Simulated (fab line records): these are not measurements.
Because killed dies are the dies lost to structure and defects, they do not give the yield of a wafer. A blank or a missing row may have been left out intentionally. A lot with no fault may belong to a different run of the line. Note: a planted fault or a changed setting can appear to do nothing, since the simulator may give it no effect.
The tool behind it: which one? | flow nand-harc | Sampling: 12 lots, 36 wafers, 5 of 1302 route steps

WHAT EACH GAUGE READ, for each wafer
NHARC_END_SORT_01. Usual: killed-at-array 52, standard deviation 17; killed-at-other 1.2, standard deviation 1.4; killed-at-periphery 4.7, standard deviation 2.9; killed-dies 58, standard deviation 17; killed-open 3.2, standard deviation 1.9; killed-short 2.4, standard deviation 1.4.
lot  | measured     | on        | killed-at-array | killed-at-other | killed-at-periphery | killed-dies | killed-open | killed-short | flag
L109 | day 23 21:10 | prober-02 | 67 69 63        | 0 0 2           | 7 6 2               | 74 75 67    | 3 1 2       | 2 1 1        |
L111 | day 25 00:46 | prober-02 | 44 53 39        | 0 0 1           | 4 3 5               | 48 56 45    | 0 3 6       | 2 2 4        |
L112 | day 25 22:43 | prober-02 | 73 41 47        | 2 0 1           | 2 1 2               | 77 42 50    | 2 2 3       | 1 3 4        |
L114 | day 27 01:40 | prober-02 | 33 46 33        | 0 0 0           | 3 5 6               | 36 51 39    | 3 0 3       | 2 2 2        |
L116 | day 27 05:46 | prober-01 | 49 51 31        | 2 2 1           | 11 4 8              | 62 57 40    | 9 5 2       | 5 3 5        |
L117 | day 27 19:38 | prober-02 | 69 81 63        | 0 0 0           | 2 6 2               | 71 87 65    | 2 8 1       | 1 3 2        |
L119 | day 28 07:35 | prober-01 | 51 39 67        | 3 2 0           | 9 9 11              | 63 50 78    | 3 3 7       | 1 3 4        |
L121 | day 28 20:31 | prober-02 | 40 41 42        | 2 0 0           | 3 2 5               | 45 43 47    | 2 3 1       | 3 2 2        |
L122 | day 30 11:25 | prober-01 | 47 60 63        | 1 1 0           | 2 3 3               | 50 64 66    | 1 3 7       | 1 2 4        |
L127 | day 32 20:58 | prober-02 | 37 25 499       | 0 1 3           | 4 8 8               | 41 34 510   | 3 1 2       | 3 3 2        | OFF
L130 | day 33 05:41 | prober-02 | 45 39 583       | 0 2 4           | 2 8 2               | 47 49 589   | 1 6 1       | 1 3 1        | OFF
L132 | day 33 21:40 | prober-01 | 43 37 50        | 0 0 0           | 3 3 2               | 46 40 52    | 4 2 2       | 3 1 1        |

TOOL THAT RAN EACH LOT (tool first, then ch and the chambers of the sampled wafers, then the start)
lot  | NHARC_A_STAIRCASE_ETCH_223                    | NHARC_A_STAIRCASE_TRIM_229         | NHARC_A_STAIRCASE_ETCH_230                    | NHARC_A_STAIRCASE_ETCH_234
L109 | rie-diel-05 ch 0,3, day 15 20:19 or earlier   | rie-diel-10 ch 0,2,3, day 15 20:19 | rie-diel-10 ch 1,2, day 23 21:10 or earlier   | rie-diel-10 ch 0,1,2, day 23 21:10 or earlier
L111 | rie-diel-10 ch 2,3, day 16 22:02 or earlier   | rie-diel-05 ch 1,2,3, day 16 22:02 | rie-diel-05 ch 1,2,3, day 25 00:46 or earlier | rie-diel-05 ch 0,2, day 25 00:46 or earlier
L112 | rie-diel-05 ch 2,3, day 17 17:19 or earlier   | rie-diel-05 ch 1,2,3, day 17 17:19 | rie-diel-05 ch 2,3, day 25 22:43 or earlier   | rie-diel-05 ch 0,1,2, day 25 22:43 or earlier
L114 | rie-diel-04 ch 0,1,3, day 18 07:46 or earlier | rie-diel-10 ch 0,2,3, day 18 07:46 | rie-diel-10 ch 0,2,3, day 27 01:40 or earlier | rie-diel-10 ch 0,2,3, day 27 01:40 or earlier
L116 | rie-diel-05 ch 1,2, day 18 18:23 or earlier   | rie-diel-04 ch 0,2,3, day 18 18:23 | rie-diel-04 ch 1,2,3, day 27 05:46 or earlier | rie-diel-04 ch 0,2,3, day 27 05:46 or earlier
L117 | rie-diel-04 ch 0,1,3, day 19 05:35 or earlier | rie-diel-05 ch 0,1, day 19 05:35   | rie-diel-05 ch 0,3, day 27 19:38 or earlier   | rie-diel-05 ch 0,1,2, day 27 19:38 or earlier
L119 | rie-diel-04 ch 0,1,3, day 20 03:47 or earlier | rie-diel-04 ch 0,2,3, day 20 03:47 | rie-diel-04 ch 0,1,2, day 28 07:35 or earlier | rie-diel-04 ch 0,1,3, day 28 07:35 or earlier
L121 | rie-diel-04 ch 0,1,2, day 20 10:09 or earlier | rie-diel-10 ch 0,1,3, day 20 10:09 | rie-diel-10 ch 1,2,3, day 28 20:31 or earlier | rie-diel-10 ch 0,2,3, day 28 20:31 or earlier
L122 | rie-diel-05 ch 0,2,3, day 22 00:23 or earlier | rie-diel-05 ch 1,3, day 22 00:23   | rie-diel-05 ch 0,2, day 30 11:25 or earlier   | rie-diel-05 ch 0,2,3, day 30 11:25 or earlier
L127 | rie-diel-05 ch 1,2,3, day 24 00:23 or earlier | rie-diel-10 ch 1,2,3, day 24 00:23 | rie-diel-10 ch 0,2,3, day 32 20:58 or earlier | rie-diel-10 ch 0,2,3, day 32 20:58 or earlier
L130 | rie-diel-10 ch 0,1,2, day 24 13:36 or earlier | rie-diel-10 ch 0,2,3, day 24 13:36 | rie-diel-10 ch 1,2,3, day 33 05:41 or earlier | rie-diel-10 ch 2,3, day 33 05:41 or earlier
L132 | rie-diel-04 ch 0,1,3, day 25 16:32 or earlier | rie-diel-04 ch 0,1, day 25 16:32   | rie-diel-04 ch 0,1,2, day 33 21:40 or earlier | rie-diel-04 ch 2,3, day 33 21:40 or earlier
- NHARC_A_STAIRCASE_ETCH_223: etches the open film in C4F8/O2, target depth 100 nm, time 40.5 s.
- NHARC_A_STAIRCASE_TRIM_229: chemistry O2, time 211.2 s.
- NHARC_A_STAIRCASE_ETCH_230: etches the open film in C4F8/O2, target depth 100 nm, time 40.5 s.
- NHARC_A_STAIRCASE_ETCH_234: etches the open film in C4F8/O2, target depth 100 nm, time 40.5 s.

WHAT THE TOOLS THEMSELVES READ (means of the sampled wafers that have a number; where no wafer has one, the mark that the record gives instead)
NHARC_A_STAIRCASE_ETCH_223. Usual: oes-product-au 0.942 a.u., standard deviation 0.015; rf-vpp-V 894 V, standard deviation 5.7.
lot  | tool        | oes-product-au (a.u.) | rf-vpp-V (V) | flag
L109 | rie-diel-05 | 0.931                 | 903          |
L111 | rie-diel-10 | 0.929                 | 890          |
L112 | rie-diel-05 | 0.930                 | 902          |
L114 | rie-diel-04 | 0.932                 | 895          |
L116 | rie-diel-05 | 0.943                 | 892          |
L117 | rie-diel-04 | 0.944                 | 896          |
L119 | rie-diel-04 | 0.940                 | 895          |
L121 | rie-diel-04 | 0.947                 | 891          |
L122 | rie-diel-05 | 0.923                 | 898          |
L127 | rie-diel-05 | 0.951                 | 896          |
L130 | rie-diel-10 | 0.935                 | 890          |
L132 | rie-diel-04 | 0.945                 | 894          |

NHARC_A_STAIRCASE_TRIM_229. Usual: drypump-motor-current-A 5.8 A, standard deviation 0.48; oes-product-au 0.998 a.u., standard deviation 0.013; rf-vpp-V 57.6 V, standard deviation 0.85; showerhead-plenum-p-Torr 3.47 Torr, standard deviation 0.15; throttle-valve-pct 17.036 %, standard deviation 0.0087.
lot  | tool        | drypump-motor-current-A (A) | oes-product-au (a.u.) | rf-vpp-V (V) | showerhead-plenum-p-Torr (Torr) | throttle-valve-pct (%) | flag
L109 | rie-diel-10 | 5.9                         | 0.996                 | 57.4         | 3.38                            | 17.038                 |
L111 | rie-diel-05 | 5.5                         | 0.994                 | 57.6         | 3.56                            | 17.037                 |
L112 | rie-diel-05 | 5.4                         | 0.987                 | 57.5         | 3.56                            | 17.033                 |
L114 | rie-diel-10 | 5.9                         | 0.989                 | 57.6         | 3.37                            | 17.028                 |
L116 | rie-diel-04 | 5.9                         | 1.005                 | 57.4         | 3.42                            | 17.035                 |
L117 | rie-diel-05 | 5.3                         | 1.007                 | 58.0         | 3.48                            | 17.031                 |
L119 | rie-diel-04 | 5.9                         | 1.005                 | 58.1         | 3.41                            | 17.036                 |
L121 | rie-diel-10 | 5.8                         | 0.993                 | 57.6         | 3.48                            | 17.029                 |
L122 | rie-diel-05 | 5.3                         | 0.991                 | 57.8         | 3.53                            | 17.037                 |
L127 | rie-diel-10 | 5.6                         | 1.057                 | 58.0         | 3.46                            | 17.039                 | OFF
L130 | rie-diel-10 | 5.9                         | 1.056                 | 57.1         | 3.34                            | 17.039                 | OFF
L132 | rie-diel-04 | 6.2                         | 1.004                 | 57.8         | 3.48                            | 17.031                 |

NHARC_A_STAIRCASE_ETCH_230. Usual: oes-product-au 0.949 a.u., standard deviation 0.017; rf-vpp-V 894 V, standard deviation 5.6.
lot  | tool        | oes-product-au (a.u.) | rf-vpp-V (V) | flag
L109 | rie-diel-10 | 0.969                 | 897          |
L111 | rie-diel-05 | 0.958                 | 896          |
L112 | rie-diel-05 | 0.950                 | 898          |
L114 | rie-diel-10 | 0.915                 | 890          |
L116 | rie-diel-04 | 0.967                 | 895          |
L117 | rie-diel-05 | 0.938                 | 900          |
L119 | rie-diel-04 | 0.959                 | 891          |
L121 | rie-diel-10 | 0.966                 | 894          |
L122 | rie-diel-05 | 0.956                 | 893          |
L127 | rie-diel-10 | 0.976                 | 889          |
L130 | rie-diel-10 | 0.933                 | 894          |
L132 | rie-diel-04 | 0.939                 | 891          |

NHARC_A_STAIRCASE_ETCH_234. Usual: oes-product-au 0.944 a.u., standard deviation 0.015; rf-vpp-V 894 V, standard deviation 5.8.
lot  | tool        | oes-product-au (a.u.) | rf-vpp-V (V) | flag
L109 | rie-diel-10 | 0.924                 | 893          |
L111 | rie-diel-05 | 0.952                 | 898          |
L112 | rie-diel-05 | 0.943                 | 895          |
L114 | rie-diel-10 | 0.921                 | 890          |
L116 | rie-diel-04 | 0.965                 | 892          |
L117 | rie-diel-05 | 0.954                 | 895          |
L119 | rie-diel-04 | 0.946                 | 896          |
L121 | rie-diel-10 | 0.946                 | 890          |
L122 | rie-diel-05 | 0.942                 | 898          |
L127 | rie-diel-10 | 0.948                 | 888          |
L130 | rie-diel-10 | 0.934                 | 892          |
L132 | rie-diel-04 | 0.944                 | 891          |

THE ANSWER, worked out from the rows above alone
Rule: lot off if the mean of its wafers having a number is beyond 3 standard deviations from the usual mean. A lot without any number at a reading at which 4 lots or more have one is off too. The other lots that the step has rows for count as sound. After the gauges, taken in route order, come the tools' own readings; for these a lot's mean is taken, as printed above. At the first step where some lot is off, the reading lying furthest off is the one used; lots without a number count as furthest.
Off: L127, L130 (NHARC_END_SORT_01, killed-at-array).
A tool fits if, at a process step before that reading, it ran every lot that is off, and no sound lot after the first of them. The gauges at NHARC_END_SORT_01 aren't tried: what is off there is off at NHARC_A_STAIRCASE_TRIM_229 too, on other tools, and a gauge's error can't cause that. NHARC_A_STAIRCASE_ETCH_223 gives no start for some lots, so the hours and the order of its lots are those of NHARC_A_STAIRCASE_TRIM_229. NHARC_A_STAIRCASE_ETCH_230 gives no start for some lots, so the hours and the order of its lots are those of NHARC_END_SORT_01. NHARC_A_STAIRCASE_ETCH_234 gives no start for some lots, so the hours and the order of its lots are those of NHARC_END_SORT_01. One fits: rie-diel-10 at NHARC_A_STAIRCASE_TRIM_229 and NHARC_A_STAIRCASE_ETCH_230 and NHARC_A_STAIRCASE_ETCH_234. At NHARC_A_STAIRCASE_TRIM_229 its last sound lot is L121 (day 20 10:09), its first lot that is off L127 (day 24 00:23): a fault that began between those two fits.
The tool's own readings at NHARC_A_STAIRCASE_TRIM_229 bear it out: on the lots that are off they differ by more than 5 times the standard deviation of the sound lots' means. oes-product-au reads 1.056 a.u. there against 0.997 a.u. on the sound lots.

WHAT THE SIMULATOR HAD INSERTED
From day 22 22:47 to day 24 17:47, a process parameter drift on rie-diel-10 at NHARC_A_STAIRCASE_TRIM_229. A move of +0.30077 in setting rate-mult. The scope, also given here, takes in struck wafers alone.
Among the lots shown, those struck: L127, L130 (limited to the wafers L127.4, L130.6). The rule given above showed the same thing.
